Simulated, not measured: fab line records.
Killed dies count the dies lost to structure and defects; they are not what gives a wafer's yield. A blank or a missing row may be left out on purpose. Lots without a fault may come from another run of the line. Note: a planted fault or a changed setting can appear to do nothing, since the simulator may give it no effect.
Split-lot study :: flow n5-finfet :: 39 wafers read across 7 lots, on a route 1938 steps long

## THE SPLIT
At N5_HKMG_FIN_ETCH_35 (etches SOC in N2/H2, target depth 215.8 nm, time 243.4 s), the setting source-w was moved away from the recipe's 3000 W on 15 of the 39 wafers read, by -18.4% to +17.1%. All remaining wafers had this setting at the recipe value.

The split's own step is where the reading is taken.

## THE READING
rf-vpp-V, in V, at N5_HKMG_FIN_ETCH_35 (etches SOC in N2/H2, target depth 215.8 nm, time 243.4 s). On this fab line, fault-free wafers typically give 141.6 V with a standard deviation of 0.94 V.

wafer: L078.4
tool, chamber at the split: rie-diel-03, 3
source-w as run, W: 3000
against the recipe: recipe
rf-vpp-V, V: 142.1
against lot-mates on the recipe: -

wafer: L078.5
tool, chamber at the split: rie-diel-03, 1
source-w as run, W: 3000
against the recipe: recipe
rf-vpp-V, V: 140.9
against lot-mates on the recipe: -

wafer: L078.6
tool, chamber at the split: rie-diel-03, 0
source-w as run, W: 3000
against the recipe: recipe
rf-vpp-V, V: 141.8
against lot-mates on the recipe: -

wafer: L081.1
tool, chamber at the split: rie-diel-05, 1
source-w as run, W: 3000
against the recipe: recipe
rf-vpp-V, V: 142.2
against lot-mates on the recipe: -

wafer: L081.2
tool, chamber at the split: rie-diel-05, 3
source-w as run, W: 2677
against the recipe: -10.8%
rf-vpp-V, V: 149.8
against lot-mates on the recipe: +7.4

wafer: L081.3
tool, chamber at the split: rie-diel-05, 0
source-w as run, W: 2677
against the recipe: -10.8%
rf-vpp-V, V: 147.6
against lot-mates on the recipe: +5.2

wafer: L081.4
tool, chamber at the split: rie-diel-05, 1
source-w as run, W: 2677
against the recipe: -10.8%
rf-vpp-V, V: 147.0
against lot-mates on the recipe: +4.6

wafer: L081.5
tool, chamber at the split: rie-diel-05, 3
source-w as run, W: 3000
against the recipe: recipe
rf-vpp-V, V: 142.2
against lot-mates on the recipe: -

wafer: L081.6
tool, chamber at the split: rie-diel-05, 0
source-w as run, W: 3000
against the recipe: recipe
rf-vpp-V, V: 142.9
against lot-mates on the recipe: -

wafer: L086.1
tool, chamber at the split: rie-diel-02, 2
source-w as run, W: 3000
against the recipe: recipe
rf-vpp-V, V: 141.5
against lot-mates on the recipe: -

wafer: L086.2
tool, chamber at the split: rie-diel-02, 1
source-w as run, W: 3000
against the recipe: recipe
rf-vpp-V, V: 143.5
against lot-mates on the recipe: -

wafer: L086.3
tool, chamber at the split: rie-diel-02, 0
source-w as run, W: 3186
against the recipe: +6.2%
rf-vpp-V, V: 138.3
against lot-mates on the recipe: -3.4

wafer: L086.4
tool, chamber at the split: rie-diel-02, 3
source-w as run, W: 3000
against the recipe: recipe
rf-vpp-V, V: 140.2
against lot-mates on the recipe: -

wafer: L086.5
tool, chamber at the split: rie-diel-02, 0
source-w as run, W: 3186
against the recipe: +6.2%
rf-vpp-V, V: 137.9
against lot-mates on the recipe: -3.8

wafer: L086.6
tool, chamber at the split: rie-diel-02, 1
source-w as run, W: 3186
against the recipe: +6.2%
rf-vpp-V, V: 138.2
against lot-mates on the recipe: -3.5

wafer: L088.1
tool, chamber at the split: rie-diel-02, 3
source-w as run, W: 3000
against the recipe: recipe
rf-vpp-V, V: 140.9
against lot-mates on the recipe: -

wafer: L088.2
tool, chamber at the split: rie-diel-02, 1
source-w as run, W: 2449
against the recipe: -18.4%
rf-vpp-V, V: 153.3
against lot-mates on the recipe: +12.2

wafer: L088.3
tool, chamber at the split: rie-diel-02, 0
source-w as run, W: 2449
against the recipe: -18.4%
rf-vpp-V, V: 150.5
against lot-mates on the recipe: +9.4

wafer: L088.4
tool, chamber at the split: rie-diel-02, 2
source-w as run, W: 3000
against the recipe: recipe
rf-vpp-V, V: 141.5
against lot-mates on the recipe: -

wafer: L088.5
tool, chamber at the split: rie-diel-02, 3
source-w as run, W: 3000
against the recipe: recipe
rf-vpp-V, V: 140.8
against lot-mates on the recipe: -

wafer: L088.6
tool, chamber at the split: rie-diel-02, 2
source-w as run, W: 2449
against the recipe: -18.4%
rf-vpp-V, V: 152.2
against lot-mates on the recipe: +11.1

wafer: L089.1
tool, chamber at the split: rie-diel-02, 3
source-w as run, W: 3514
against the recipe: +17.1%
rf-vpp-V, V: 133.1
against lot-mates on the recipe: -7.3

wafer: L089.2
tool, chamber at the split: rie-diel-02, 0
source-w as run, W: 3000
against the recipe: recipe
rf-vpp-V, V: 140.3
against lot-mates on the recipe: -

wafer: L089.3
tool, chamber at the split: rie-diel-02, 2
source-w as run, W: 3514
against the recipe: +17.1%
rf-vpp-V, V: 133.2
against lot-mates on the recipe: -7.2

wafer: L089.4
tool, chamber at the split: rie-diel-02, 1
source-w as run, W: 3514
against the recipe: +17.1%
rf-vpp-V, V: 133.7
against lot-mates on the recipe: -6.7

wafer: L089.5
tool, chamber at the split: rie-diel-02, 3
source-w as run, W: 3000
against the recipe: recipe
rf-vpp-V, V: 140.7
against lot-mates on the recipe: -

wafer: L089.6
tool, chamber at the split: rie-diel-02, 0
source-w as run, W: 3000
against the recipe: recipe
rf-vpp-V, V: 140.2
against lot-mates on the recipe: -

wafer: L095.1
tool, chamber at the split: rie-diel-03, 3
source-w as run, W: 3374
against the recipe: +12.5%
rf-vpp-V, V: 136.8
against lot-mates on the recipe: -4.6

wafer: L095.2
tool, chamber at the split: rie-diel-03, 0
source-w as run, W: 3000
against the recipe: recipe
rf-vpp-V, V: 141.1
against lot-mates on the recipe: -

wafer: L095.3
tool, chamber at the split: rie-diel-03, 1
source-w as run, W: 3374
against the recipe: +12.5%
rf-vpp-V, V: 134.7
against lot-mates on the recipe: -6.7

wafer: L095.4
tool, chamber at the split: rie-diel-03, 0
source-w as run, W: 3000
against the recipe: recipe
rf-vpp-V, V: 141.8
against lot-mates on the recipe: -

wafer: L095.5
tool, chamber at the split: rie-diel-03, 1
source-w as run, W: 3374
against the recipe: +12.5%
rf-vpp-V, V: 134.8
against lot-mates on the recipe: -6.6

wafer: L095.6
tool, chamber at the split: rie-diel-03, 3
source-w as run, W: 3000
against the recipe: recipe
rf-vpp-V, V: 141.3
against lot-mates on the recipe: -

wafer: L097.1
tool, chamber at the split: rie-diel-03, 3
source-w as run, W: 3000
against the recipe: recipe
rf-vpp-V, V: 142.5
against lot-mates on the recipe: -

wafer: L097.2
tool, chamber at the split: rie-diel-03, 1
source-w as run, W: 3000
against the recipe: recipe
rf-vpp-V, V: 142.1
against lot-mates on the recipe: -

wafer: L097.3
tool, chamber at the split: rie-diel-03, 2
source-w as run, W: 3000
against the recipe: recipe
rf-vpp-V, V: 139.7
against lot-mates on the recipe: -

wafer: L097.4
tool, chamber at the split: rie-diel-03, 1
source-w as run, W: 3000
against the recipe: recipe
rf-vpp-V, V: 142.2
against lot-mates on the recipe: -

wafer: L097.5
tool, chamber at the split: rie-diel-03, 2
source-w as run, W: 3000
against the recipe: recipe
rf-vpp-V, V: 140.3
against lot-mates on the recipe: -

wafer: L097.6
tool, chamber at the split: rie-diel-03, 3
source-w as run, W: 3000
against the recipe: recipe
rf-vpp-V, V: 140.2
against lot-mates on the recipe: -

THE FIT
A straight line over all 39 wafers: rf-vpp-V changes by -0.533 V for each +1% of source-w; r = -0.98; the points scatter about the line by 1 V.
The same after taking each lot's own level away (the mean of its wafers on the recipe; 39 wafers): -0.512 V for each +1%; r = -0.97; scatter 1 V.
According to that fit, moving source-w by its largest amount changes the reading by 9.4 V.
Measured against the standard deviation above, the lots' own levels, which go from 140.40 to 142.43 V, span 2.2 times it.
So the lot-to-lot level changes the slope little: the two slopes agree.
Check: +9.21 V against its lot-mates is what the line predicts for one of the wafers moved furthest among these (-18.4%) when that wafer is left out of the fit. Against them it came out at +12.2 V.
Tool readings at the split's step, against how far the setting was moved: rf-vpp-V r = -0.98.

## THESE WAFERS: OTHER SPLITS
Other splits were also applied to these wafers ahead of the reading. Each is held against what the fit with the lots' levels taken away leaves over:
other split on the same wafers: N5_FIN_CUT_ETCH_21 time-s
wafers away from the commonest value: 15
r with rf-vpp-V (lot level and that fit taken away): +0.09

other split on the same wafers: N5_DUMMY_GATE_ETCH_37 source-w
wafers away from the commonest value: 15
r with rf-vpp-V (lot level and that fit taken away): +0.23

other split on the same wafers: N5_DUMMY_GATE_ETCH_32 time-s
wafers away from the commonest value: 18
r with rf-vpp-V (lot level and that fit taken away): +0.06

other split on the same wafers: N5_SD_EPI_P_EPI_21 temp-c
wafers away from the commonest value: 12
r with rf-vpp-V (lot level and that fit taken away): -0.08

other split on the same wafers: N5_HKMG_FIN_EXPOSE_46 dose-mj
wafers away from the commonest value: 18
r with rf-vpp-V (lot level and that fit taken away): +0.01

## THE WHOLE CHAIN: every reading that the file lists as answering this split, in the file's order
step: N5_HKMG_FIN_ETCH_35
what it does: etches SOC in N2/H2, target depth 215.8 nm, time 243.4 s
reading: rf-vpp-V
change (the file's fit): -0.51 V for each +1% of the setting
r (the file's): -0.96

step: N5_HKMG_FIN_ETCH_35
what it does: etches SOC in N2/H2, target depth 215.8 nm, time 243.4 s
reading: etch.depth-nm (the simulator's own value, which no gauge read)
change (the file's fit): +1.79 nm for each +1% of the setting
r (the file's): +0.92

step: N5_HKMG_FIN_ETCH_35
what it does: etches SOC in N2/H2, target depth 215.8 nm, time 243.4 s
reading: SOC_of_HKMG_FIN_COAT_29.thk-nm (the simulator's own value, which no gauge read)
change (the file's fit): -1.8 nm for each +1% of the setting
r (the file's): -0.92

step: N5_HKMG_FIN_ETCH_35
what it does: etches SOC in N2/H2, target depth 215.8 nm, time 243.4 s
reading: HKMG_FIN.feature-depth-nm (the simulator's own value, which no gauge read)
change (the file's fit): +1.79 nm for each +1% of the setting
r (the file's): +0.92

## FILE'S OWN FIT
rf-vpp-V changes by -0.51 V for each +1% of source-w, r = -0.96.
